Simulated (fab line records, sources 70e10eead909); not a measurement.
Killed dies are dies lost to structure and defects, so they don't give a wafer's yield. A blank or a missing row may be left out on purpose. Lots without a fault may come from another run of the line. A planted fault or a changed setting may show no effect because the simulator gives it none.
fab line records | flow nand_harc
record lots=6 wafers=15 last_day=33
route steps=1302 shown A_STAIRCASE@836 A_SGD_CUT@890 END@1302
lots that met no fault: from a run of the same line without faults
start_h: hours from the record's first day to the start of the lot's first wafer shown | wait_h: hours since the lot's step before | " the same as in the row above | L1.1+2: a row that stands for several wafers | - no value, or no start given | * or withheld: withheld | < > ~ a bound
route shown NAME@n: a module of which the file shows steps, and the number in the route of the first | usual: mean/standard deviation of fault-free wafers | same: alike in all rows | chamber/n: place in a boat | sites: the reading at each site | _std_site: their standard deviation | _edge_site: outer sites' mean less inner sites' | radius_mm: how far each site lies from the wafer's centre | mask NAME#n: copy n | behind: the tool/chamber that last shaped the wafer | hold: why the lot was held/for how many hours/how that ended | device: the transistor (n, p or np) that didn't switch | end of line: the same wafers' tests at the end of the route | a step without rows: its recipe alone | killed: dies lost to structure and defects at the first sort, not the wafer's yield | map: a wafer's dies, x killed, . not, _ none there
set.NAME: the setting as run; set.NAME@STEP: as run at that earlier step | model.NAME: the simulator's own value behind a step, which no gauge read
lots at some steps of the route; a table a step, a row a wafer
services: from which hour (start_h, from the record's first day; less than 0 if before it) a tool's chamber was out of use, for how many hours, and why
## steps
# step NHARC_A_STAIRCASE_STRIP_316
# recipe o2_flow_sccm=500 ar_flow_sccm=0 bias_w=0 chemistry=O2
# usual drypump_motor_current_A=5.7/0.49 oes_product_au=0.997/0.011 rf_vpp_V=57.7/0.88 showerhead_plenum_p_Torr=3.49/0.11 throttle_valve_pct=17.036/0.0099
# columns lot.wafer tool chamber start_h wait_h drypump_motor_current_A oes_product_au rf_hours_counter_h rf_vpp_V showerhead_plenum_p_Torr throttle_valve_pct
L330.4 rie_diel-11 1 - - 5.7 0.995 4 58.4 3.55 17.032
L332.2 rie_diel-02 1 - - 6.4 0.990 21 58.4 3.59 17.030
L332.6 " 0 " " 5.1 0.991 - 57.8 3.55 17.036
L336.3 rie_diel-11 0 - - 6.5 0.987 25 58.1 3.39 17.036
L336.2 " 1 " " 5.7 0.994 29 59.8 3.53 17.041
L336.6 " 3 " " 6.1 1.001 - 57.9 3.30 17.035
L342.3 rie_diel-13 2 - - 5.0 1.010 20 55.9 3.48 17.023
L342.2 " 0 " " 5.6 0.990 18 58.7 3.65 17.030
L342.5 " 1 " " 5.6 0.993 - 57.0 3.34 17.049
L343.3 rie_diel-11 0 - - 6.5 0.977 53 56.8 3.38 17.039
L343.1 " 2 " " 5.6 1.004 58 58.3 3.56 17.018
L343.5 " 1 " " 5.7 0.998 - 58.7 3.52 17.031
L346.2 rie_diel-13 0 - - 5.6 0.967 29 58.3 3.65 17.034
L346.4 " 1 " " 5.6 0.980 - 57.9 3.33 17.020
L346.5 " 2 " " 5.0 0.993 - 58.7 3.47 17.034
# step NHARC_A_STAIRCASE_STRIP_317
# recipe time_s=900 temp_c=130 chemistry=SPM
# step NHARC_A_STAIRCASE_PRECLEAN_318
# recipe time_s=* temp_c=50 bath_age_min=0 chemistry=SC1
# step NHARC_A_STAIRCASE_SRD_329
# step NHARC_A_STAIRCASE_ALD_415
# recipe target_thk_a=300 pulse_time_s=6 ald_cycles=300 temp_c=300 material=SiO2
# usual heater_power_w=453/53 precursor_pulse_height_rel=1.001/0.019
# columns lot.wafer tool chamber start_h wait_h heater_power_w precursor_pulse_height_rel
L330.4 ald_hk-04 0 456.24 0.3 496 0.994
L332.2 ald_hk-01 2 468.93 0.3 347 1.007
L332.6 " 1 " " 582 0.973
L336.3 ald_hk-02 0 509.10 0.1 495 0.999
L336.2 " 1 " " 411 0.990
L336.6 " 0 " " 495 1.014
L342.2 ald_hk-01 1 587.30 0.5 591 1.001
L342.3 " 2 " " 335 0.959
L342.5 " 3 " " 376 1.031
L343.1 ald_hk-01 0 593.21 0.3 469 1.021
L343.3 " 2 " " 334 1.001
L343.5 " 3 " " 363 1.026
L346.2 ald_hk-02 0 617.59 0.1 490 0.996
L346.4 " 2 " " 521 1.016
L346.5 " 0 " " 483 1.031
# step NHARC_A_STAIRCASE_ETCHBACK_416
# recipe target_depth_a=360 time_s=7.2 c4f8_flow_sccm=withheld o2_flow_sccm=8 ar_flow_sccm=withheld rf_w=600 bias_w=800 chemistry=C4F8/O2/Ar
# usual oes_product_au=0.932/0.024 rf_vpp_V=722/3.2
# same time_s=7.2
# columns lot.wafer tool chamber start_h wait_h oes_product_au rf_hours_counter_h rf_vpp_V
L330.4 rie_diel-13 1 - - 0.910 40 719
L332.2 rie_diel-11 1 - - 0.972 14 725
L332.6 " 3 " " 0.962 - 716
L336.3 rie_diel-11 2 - - 0.923 27 725
L336.2 " 1 " " 0.924 30 725
L336.6 " 3 " " 0.920 - 717
L342.2 rie_diel-11 2 - - 0.935 55 723
L342.3 " 3 " " 0.922 52 717
L342.5 " 1 " " 0.933 - 724
L343.1 rie_diel-02 2 - - 0.922 5 719
L343.3 " 3 " " 0.923 5 721
L343.5 " 0 " " 0.925 - 723
L346.2 rie_diel-11 1 - - 1.000 0 723
L346.4 " 3 " " 1.001 0 729
L346.5 " 0 " " 1.008 - 719
# step NHARC_A_STAIRCASE_STRIP_476
# recipe time_s=20 o2_flow_sccm=500 ar_flow_sccm=0 bias_w=0 chemistry=O2
# usual drypump_motor_current_A=5.7/0.5 oes_product_au=0.999/0.012 rf_vpp_V=57.8/0.89 showerhead_plenum_p_Torr=3.49/0.11 throttle_valve_pct=17.035/0.0093
# same time_s=20
# columns lot.wafer tool chamber start_h wait_h drypump_motor_current_A oes_product_au rf_hours_counter_h rf_vpp_V showerhead_plenum_p_Torr throttle_valve_pct
L330.4 rie_diel-13 2 458.20 0.1 5.0 1.021 36 58.0 3.50 17.031
L332.2 rie_diel-11 3 470.88 0.1 6.1 0.994 9 57.6 3.31 17.052
L332.6 " 1 " " 5.7 0.989 - 58.2 3.54 17.029
L336.3 rie_diel-11 3 511.28 0.1 6.1 0.991 23 58.1 3.30 17.035
L336.2 " 2 " " 5.5 0.993 27 57.2 3.58 17.032
L336.6 " 0 " " 6.5 0.989 - 58.9 3.40 17.028
L342.3 rie_diel-11 0 589.47 0.3 6.5 0.979 51 58.8 3.38 17.021
L342.2 " 2 " " 5.6 1.006 56 57.3 3.56 17.033
L342.5 " 3 " " 6.1 0.994 - 56.4 3.29 17.040
L343.1 rie_diel-02 3 595.15 0.1 5.3 1.002 5 57.6 3.43 17.030
L343.3 " 0 " " 5.1 1.026 6 57.4 3.53 17.042
L343.5 " 0 " " 5.1 1.006 - 57.9 3.53 17.039
L346.2 rie_diel-11 3 619.75 0.1 6.1 1.006 0 58.1 3.81 17.035
L346.4 " 0 " " 6.5 1.003 0 57.9 3.38 17.022
L346.5 " 3 " " 6.1 1.007 - 59.8 3.81 17.029
# step NHARC_A_STAIRCASE_DEP_417
# recipe target_thk_a=600 step_coverage_pct=20 temp_c=400 target_thk_nm=60 flow_sccm=200 rf_w=450 material=Si3N4
# step NHARC_A_STAIRCASE_WET_418
# recipe temp_c=160 target_depth_a=200 chemistry=H3PO4
# step NHARC_A_STAIRCASE_PRECLEAN_419
# recipe time_s=* temp_c=50 bath_age_min=0 chemistry=SC1
# step NHARC_A_STAIRCASE_SRD_421
# step NHARC_A_STAIRCASE_ALD_420
# recipe target_thk_a=200 pulse_time_s=6 ald_cycles=200 temp_c=300 material=SiO2
# usual heater_power_w=454/65 precursor_pulse_height_rel=1.000/0.019
# columns lot.wafer tool chamber start_h wait_h heater_power_w precursor_pulse_height_rel
L330.4 ald_hk-02 0 461.33 - 500 1.010
L332.2 ald_hk-02 0 473.84 - 498 0.984
L332.6 " 3 " " 438 1.001
L336.3 ald_hk-01 0 514.52 - 464 0.983
L336.2 " 1 " " 577 0.979
L336.6 " 3 " " 368 1.020
L342.2 ald_hk-04 3 592.28 - 441 1.005
L342.3 " 1 " " 445 0.986
L342.5 " 0 " " 496 0.993
L343.3 ald_hk-02 1 598.10 - 397 0.988
L343.1 " 2 " " 500 0.987
L343.5 " 0 " " 480 1.016
L346.4 ald_hk-04 3 622.78 - 448 1.010
L346.2 " 0 " " 509 1.016
L346.5 " 2 " " 419 1.000
# step NHARC_A_STAIRCASE_CVD_552
# recipe target_thk_a=400 temp_c=700 pressure_mtorr=300 material=SiNx
# step NHARC_A_STAIRCASE_DEP_151
# recipe target_thk_a=72000 temp_c=400 target_thk_nm=7200 teos_flow_sccm=200 rf_w=500 material=SiO2
# usual heater_power_w=631/100 mfc_precursor_sccm=200.0/0.57
# columns lot.wafer tool chamber start_h wait_h heater_power_w mfc_precursor_sccm
L330.4 pecvd-04 2 469.44 0.8 564 199.8
L332.2 pecvd-04 1 481.28 0.4 601 200.8
L332.6 " 1 " " 480 200.0
L336.2 pecvd-04 1 522.42 0.5 611 200.3
L336.3 " 2 " " 639 199.3
L336.6 " 1 " " 488 199.5
L342.2 pecvd-03 0 602.11 0.5 683 199.4
L342.3 " 1 " " 599 200.3
L342.5 " 1 " " 509 198.9
L343.1 pecvd-01 0 605.56 0.4 721 199.6
L343.3 " 2 " " 529 200.2
L343.5 " 2 " " 492 199.2
L346.2 pecvd-01 0 632.43 0.4 663 199.7
L346.4 " 0 " " 611 199.8
L346.5 " 1 " " 531 200.0
# step NHARC_A_STAIRCASE_ANNEAL_320
# recipe temp_c=750 time_s=1800
# step NHARC_A_STAIRCASE_DEP_322
# recipe target_thk_a=72000 temp_c=400 target_thk_nm=7200 teos_flow_sccm=200 rf_w=500 material=SiO2
# step NHARC_A_STAIRCASE_ANNEAL_323
# recipe temp_c=750 time_s=1800
# step NHARC_A_STAIRCASE_DEP_325
# recipe target_thk_a=72000 temp_c=400 target_thk_nm=7200 teos_flow_sccm=200 rf_w=500 material=SiO2
# step NHARC_A_STAIRCASE_ANNEAL_326
# recipe temp_c=750 time_s=1800
# step NHARC_A_STAIRCASE_DEHYDRATE_433
# recipe temp_c=150 time_s=120
# step NHARC_A_STAIRCASE_HMDS_434
# recipe time_s=30
# step NHARC_A_STAIRCASE_COAT_435
# recipe spin_rpm=1200
# step NHARC_A_STAIRCASE_SOFTBAKE_436
# recipe temp_c=135 time_s=170
# step NHARC_A_STAIRCASE_EBR_437
# step NHARC_A_STAIRCASE_EXPOSE_438
# recipe na=0.5 dose_mj=28.97 mask_id=STAIR_REV
# step NHARC_A_STAIRCASE_PEB_439
# recipe peb_temp_c=115 peb_time_s=130
# step NHARC_A_STAIRCASE_DEVELOP_440
# recipe time_s=140
# step NHARC_A_STAIRCASE_HARDBAKE_442
# recipe temp_c=120 time_s=140
# step NHARC_A_STAIRCASE_DESCUM_443
# recipe time_s=3 o2_flow_sccm=200 ar_flow_sccm=0 bias_power_w=0 chemistry=O2
# step NHARC_A_STAIRCASE_ETCH_444
# recipe target_depth_a=2.04e+05 time_s=6800 c4f8_flow_sccm=20 o2_flow_sccm=10 ar_flow_sccm=withheld rf_w=600 bias_w=1000 chemistry=C4F8/O2
# step NHARC_A_STAIRCASE_STRIP_446
# recipe power_w=1500 temp_c=250 chemistry=O2
# step NHARC_A_STAIRCASE_STRIP_447
# recipe time_s=900 temp_c=130 chemistry=SPM
# step NHARC_A_STAIRCASE_PRECLEAN_448
# recipe time_s=* temp_c=50 bath_age_min=0 chemistry=SC1
# step NHARC_A_STAIRCASE_SRD_449
# step NHARC_A_STAIRCASE_CMP_450
# recipe target_thk_nm=200 material=SiO2
# step NHARC_A_STAIRCASE_CMP_152
# step NHARC_A_SGD_CUT_DEP_00
# recipe target_thk_a=500 temp_c=400 target_thk_nm=50 flow_sccm=200 rf_w=450 material=SiNx
# usual heater_power_w=713/94
# columns lot.wafer tool chamber start_h wait_h hold heater_power_w
L330.4 pecvd-02 1 503.34 3.8 await_dispo/3.6h/release 689
L332.2 pecvd-04 0 516.82 4.6 await_dispo/4.5h/release 828
L332.6 " 0 " " await_dispo/4.5h/release 829
L336.2 pecvd-02 2 556.14 0.1 - 737
L336.3 " 0 " " - 727
L336.6 " 0 " " - 706
L343.3 pecvd-03 0 635.93 0.2 - 832
L343.1 " 1 " " - 565
L343.5 " 1 " " - 562
L342.2 pecvd-03 1 636.17 0.1 - 625
L342.3 " 2 " " - 737
L342.5 " 0 " " - 750
L346.2 pecvd-02 1 671.89 0.1 - 588
L346.4 " 1 " " - 614
L346.5 " 2 " " - 685
# step NHARC_END_SORT_01
# recipe temp_c=25
# usual killed_at_array=54/17 killed_at_other=1.0/1.4 killed_at_periphery=3.6/2.1 killed_dies=58/17 killed_open=3.2/2 killed_short=2.5/1.5
# same gross_dies=677
# columns lot.wafer tool chamber start_h wait_h killed_at_array killed_at_other killed_at_periphery killed_dies killed_open killed_short
L332.2 prober-01 0 661.22 2.8 146 0 0 146 2 1
L332.6 prober-01 0 664.41 4.0 40 0 3 43 3 2
L330.4 prober-01 0 662.03 3.4 171 1 1 173 3 2
# killed by level:class
L332.2 A_STAIRCASE:unspecified=92 A_SLIT:chamber_film_flake=28 A_CHANNEL_HOLE_D2:chamber_film_flake=10 A_CHANNEL_HOLE_D1:chamber_film_flake=6 A_STAIRCASE:chamber_film_flake=3 A_CONTACT:chamber_film_flake=2 A_CHANNEL_FILL_D1:geometric_particle:open=1 A_WL_FILL:geometric_particle:short=1
L330.4 A_STAIRCASE:unspecified=89 A_SLIT:chamber_film_flake=29 A_CHANNEL_HOLE_D2:chamber_film_flake=23 A_CHANNEL_HOLE_D1:chamber_film_flake=18 A_CHANNEL_FILL_D1:chamber_film_flake=3 A_DECK1_JOINT:chamber_film_flake=2 P_CONTACT:geometric_particle:open=1 A_ONON_D1:geometric_particle:short=1
L332.6 A_SLIT:chamber_film_flake=29 A_CHANNEL_HOLE_D2:chamber_film_flake=4 A_CONTACT:chamber_film_flake=3 A_M0:geometric_particle:open=2 P_M0:geometric_particle:open=1 P_M1:geometric_particle:short=1 A_ONON_D1:geometric_particle:short=1 P_M2:chamber_film_flake=1
# map L330.4 (x killed, . not)
____________.____________
_________......._________
_______..........._______
______.......x.....______
_____..............._____
____.................____
____.....x...........____
___.......x...........___
___...................___
__.....................__
__......x..............__
_.x.......x............._
_.xxx...xxxxx..........._
_xxxxxx..xxx.x.........._
_xxxxx..xxxxxx.......x.._
_..xxxx.xxxxxx.........._
.xxxxxxxxxxxxx...........
.xxxxxxxxxxxxxx..x.......
xxxxx.xxxxxxxxxx.........
..xxx.xxxxxxxxx..........
.xx.x.xxxxxxxxx..........
_x......xxxxxxx........._
_.......xxxxxxx........._
_.......xxxxxxx........._
_..........x.x.........._
_.....x................._
__.......x.xxx.........__
__..x.....xxxxxx.......__
___.......x.x.xx......___
___.......x..xxx......___
____......xxxxxx.x...____
____......xxxx..xx...____
_____.......xx......_____
______.......x.....______
_______..........._______
_________......._________
____________.____________
# map L332.2 (x killed, . not)
____________.____________
_________......._________
_______..........._______
______.............______
_____..............._____
____.................____
____....x............____
___.......x........x..___
___...................___
__.................x...__
__.....................__
_.....x...x.......x....._
_.......x.x........x...._
_.......xxxxx...x......._
_......xxxxx.xx....x...._
_....xxxxxxxxxx........._
.......xxxxxxxx..........
.......xxxxxxxxxx........
.......xxxxxxxxx...x.....
......xxxxxxxxxx.........
.......xxxxxxx...........
_......xxxxxxx.x........_
_......xxxxxxxx........._
_.......xxxx............_
_.......x.xx.x.........._
_.......x.x.x..........._
__.........xxxxx.......__
__....x....xxx.........__
___x..x...x..xx.......___
___.......xxxxxx......___
____......xxxxxx.....____
____......xxxx.......____
_____.....x.x.x....._____
______......xxxx...______
_______..........._______
_________...xxx._________
____________.____________
## services
# columns tool chamber start_h hours kind
rie_diel-11 - 432.79 9.0 pm
ald_hk-04 - 434.30 10.0 pm
pecvd-03 1 435.61 3.3 repair
pecvd-04 - 450.09 13.0 pm
rie_diel-11 0 469.56 11.5 repair
ald_hk-01 - 478.38 10.0 pm
rie_diel-02 3 511.41 3.6 repair
rie_diel-13 - 522.91 9.0 pm
ald_hk-02 - 526.34 10.0 pm
pecvd-02 0 546.20 4.9 repair
rie_diel-13 3 546.24 106.8 repair
pecvd-03 - 547.43 13.0 pm
pecvd-03 1 562.41 6.9 repair
rie_diel-13 0 566.03 6.0 repair
rie_diel-02 - 570.87 9.0 pm
ald_hk-02 - 588.11 1.5 repair
rie_diel-11 - 609.86 9.0 pm
pecvd-03 1 625.56 7.6 repair
ald_hk-02 - 628.76 0.8 repair
rie_diel-11 1 658.13 4.1 repair
rie_diel-11 3 658.46 15.1 repair
ald_hk-01 - 659.23 10.0 pm
rie_diel-02 1 663.23 13.8 repair
rie_diel-13 2 671.77 5.4 repair
## key
first_sign step=NHARC_END_SORT_01 reading=killed_at_array direction=up sigmas=6 usual=54 struck=158
effect step=NHARC_END_SORT_01 reading=killed_dies direction=up sigmas=5.9 usual=58 struck=160
more_kills_born_at NHARC_A_STAIRCASE_ALD_420@ald_hk-02=181
met_at NHARC_A_STAIRCASE_ALD_420
struck_wafers L330.4,L332.2
tester_left_out L330,L332
fault kind=chamber_particle_source tool=ald_hk-02 chamber=0 onset_h=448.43 steps=NHARC_A_STAIRCASE_ALD_420 rate_per_visit_cm2=0.99117 end_h=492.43
# tester_left_out: of these lots the tester's yield and bins aren't shown, on N5 and GAA mostly nor the transistor test; their killed dies are dies lost to structure and defects alone, not to doping, threshold or leakage, so they don't give the yield
